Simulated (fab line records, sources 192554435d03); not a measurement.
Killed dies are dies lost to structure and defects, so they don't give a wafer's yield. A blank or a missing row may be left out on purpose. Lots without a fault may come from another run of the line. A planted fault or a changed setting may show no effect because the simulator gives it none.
Chamber matching | flow n5_finfet | N5_BEOL_M0_SAQP_SPACER2_ETCHBACK_27 on rie_diel-06: 4 sister chambers
The step etches SiO2 in CHF3/O2, target depth 22.5 nm, time 11.25 s. 8 wafers are shown with their chamber, then 9 later ones without.

WAFERS WITH THEIR CHAMBER
wafer  | chamber | throttle_valve_pct (%) | rf_vpp_V (V)
L083.4 | 1       | 18.60                  | 522
L084.3 | 2       | 18.71                  | 535
L084.6 | 0       | 18.73                  | 528
L088.2 | 1       | 18.62                  | 521
L088.6 | 3       | 19.16                  | 518
L091.3 | 3       | 19.17                  | 518
L091.4 | 2       | 18.73                  | 535
L091.6 | 0       | 18.75                  | 527

WAFERS WITHOUT THEIR CHAMBER
wafer  | throttle_valve_pct (%) | rf_vpp_V (V)
L093.1 | 18.65                  | 522
L093.2 | 19.16                  | 518
L093.3 | 18.78                  | 528
L097.1 | 18.74                  | 535
L097.2 | 19.17                  | 517
L097.3 | 18.76                  | 528
L097.4 | 18.65                  | 521
L097.5 | 18.72                  | 536
L097.6 | 18.66                  | 521

WHICH CHAMBER EACH WENT THROUGH
wafer  | from the rows above | in truth
L093.1 | 1                   | 1
L093.2 | 3                   | 3
L093.3 | 0                   | 0
L097.1 | 2                   | 2
L097.2 | 3                   | 3
L097.3 | 0                   | 0
L097.4 | 1                   | 1
L097.5 | 2                   | 2
L097.6 | 1                   | 1
Placed correctly: 9 of 9. Can't be placed from these rows: 0. Placed wrongly: 0.
How it was worked out, from the rows above alone: a wafer's distance from a chamber is the root of the sum, over the readings, of the square of ((its reading less the chamber's mean) divided by the reading's scatter). The wafer belongs to the nearest chamber; if the next one is less than 2 further off, it can't be placed. A chamber's mean is the mean of its shown wafers. The scatter: the root of (the sum of the squares of (reading less its chamber's mean) over the shown wafers, divided by (wafers less chambers)).
